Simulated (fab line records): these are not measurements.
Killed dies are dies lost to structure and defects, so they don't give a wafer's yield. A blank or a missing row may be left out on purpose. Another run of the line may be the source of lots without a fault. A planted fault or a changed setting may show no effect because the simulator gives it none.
Code-filled problem report in 8D (eight disciplines) form / flow n5Finfet / the parts of the form that need people (team, actions taken, sign-off) are left out

## 1. PROBLEM STATEMENT
Mean of spinSpeedRpm at N5_MOL_CONTACT_COAG_COAT_34: 1634.3 rpm across 6 wafers in 2 lots; on wafers with no fault it is 1500.2 rpm (standard deviation 1.1). That is +99 or more standard deviations from the usual mean.
The step: resist thk 40 nm.
Earliest sighting: wafer L475.1 on lithoTrack-03 at day 8 22:15. Wafers with a number at this step in the record: 31, from 11 lots. The rule behind "out" and "out of limits": a value lying over 4 standard deviations away from the usual mean. Any other wafer with a number is counted as sound.

## 2. WHAT IT IS, AND WHAT IT ISN'T
question=which readings at this step | is=spinSpeedRpm | is not=-
question=which lots | is=L475, L476 | is not=L463, L464, L466, L467, L469, L470, L481, L482, L483
question=which wafers of those lots | is=all that have a number | is not=-
question=read on which tools | is=lithoTrack-03 | is not=lithoTrack-02, lithoTrack-05
question=when | is=from day 8 22:15 | is not=up to then (16 sound wafers); but 9 sound wafers of L481, L482, L483 came after

## 3. THE SUSPECTS, EACH WITH WHAT RULES IT OUT
Counting: any tool at a process step up to the reading is kept as a suspect provided that every lot that is out went through it and no sound lot did after the first of them.
- lithoTrack-03 at N5_MOL_CONTACT_COAG_COAT_34 (resist thk 40 nm): kept. It processed each lot that is out, first L475 at day 8 22:15, and no sound lot thereafter; up to then, the last sound lot it processed was L470 at day 7 11:39. On those wafers its own readings are out: spinSpeedRpm.
The count leaves lithoTrack-03 at N5_MOL_CONTACT_COAG_COAT_34.

## 4. THE CAUSE (what the simulator had put in)
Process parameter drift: lithoTrack-03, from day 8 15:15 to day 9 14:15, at N5_MOL_CONTACT_COAG_COAT_34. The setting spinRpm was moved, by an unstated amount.
The count eliminated every tool but this one.

## 5. SEQUENCE OF EFFECTS, ordered by route
Rows list readings where the struck wafers' mean (over those with a number) sits beyond 3 standard deviations from the usual. Readings are gone through only where the record gives a usual standard deviation; hours: the median, over the lots, of the time from a lot's start at the first step in this table giving one to that lot's start at this step; sigmas: the change measured in usual standard deviations.
hours=0; step=N5_MOL_CONTACT_COAG_COAT_34; reading=spinSpeedRpm; usual=1500.2 rpm; on struck wafers=1634.3; change=+134.1; sigmas=+99 or more
Its process steps:
- N5_MOL_CONTACT_COAG_COAT_34: resist thk 40 nm.
Later steps that measure or inspect, where all struck wafers having a row at the step show a number for every such reading and not one has moved that far: N5_MOL_CONTACT_COAG_OVL_MEAS_41, N5_BEOL_M4_RC_MEAS_101.

## 6. HOW IT WOULD HAVE BEEN CAUGHT EARLIER
In this record the first reading out of limits was taken at day 8 22:15, 7 hours after the fault began at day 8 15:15.
